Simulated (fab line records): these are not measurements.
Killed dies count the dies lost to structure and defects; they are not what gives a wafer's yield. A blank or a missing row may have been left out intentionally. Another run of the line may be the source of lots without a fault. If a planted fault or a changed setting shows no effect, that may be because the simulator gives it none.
Chamber matching    flow nand-harc    NHARC_P_M0_ETCH_34 on rie-diel-08 has 4 sister chambers
The step etches the open film in N2/H2, target depth 40 nm, overetch 12 nm, time 43.94 s. 8 wafers are shown with their chamber, then 10 later ones without.

== WAFERS, EACH WITH ITS CHAMBER ==
wafer   chamber  showerhead-plenum-p-Torr (Torr)  drypump-motor-current-A (A)
L078.1  2        1.98                             5.9
L080.5  2        1.97                             5.8
L084.2  1        2.16                             5.4
L085.1  1        2.16                             5.4
L085.2  3        2.00                             5.8
L085.6  0        2.08                             5.5
L088.1  3        2.00                             5.8
L088.2  0        2.08                             5.5

== WAFERS WHOSE CHAMBER IS MISSING ==
wafer   showerhead-plenum-p-Torr (Torr)  drypump-motor-current-A (A)
L088.4  1.97                             5.8
L093.1  2.08                             5.5
L093.2  2.16                             5.3
L093.6  2.16                             5.4
L097.1  1.97                             5.9
L097.2  2.00                             5.9
L097.6  2.16                             5.3
L096.1  1.97                             5.9
L096.4  2.08                             5.5
L096.5  1.97                             5.9

== WHICH CHAMBER EACH WENT THROUGH ==
wafer   from the rows above  in truth
L088.4  2                    2
L093.1  0                    0
L093.2  1                    1
L093.6  1                    1
L097.1  2                    2
L097.2  3                    3
L097.6  1                    1
L096.1  2                    2
L096.4  0                    0
L096.5  2                    2
10 of 10 placed correctly. Not placeable from these rows: 0. Number placed wrongly: 0.
How it was worked out, from the rows above alone: a wafer's distance from a chamber is the root of the sum, over the readings, of the square of ((its reading less the chamber's mean) divided by the reading's scatter). If the next closest chamber is less than 2 further off than the closest, the wafer can't be placed; otherwise it belongs to the closest. Each chamber's mean is taken over the wafers shown for it. The scatter: the root of (the sum of the squares of (reading less its chamber's mean) over the shown wafers, divided by (wafers less chambers)).
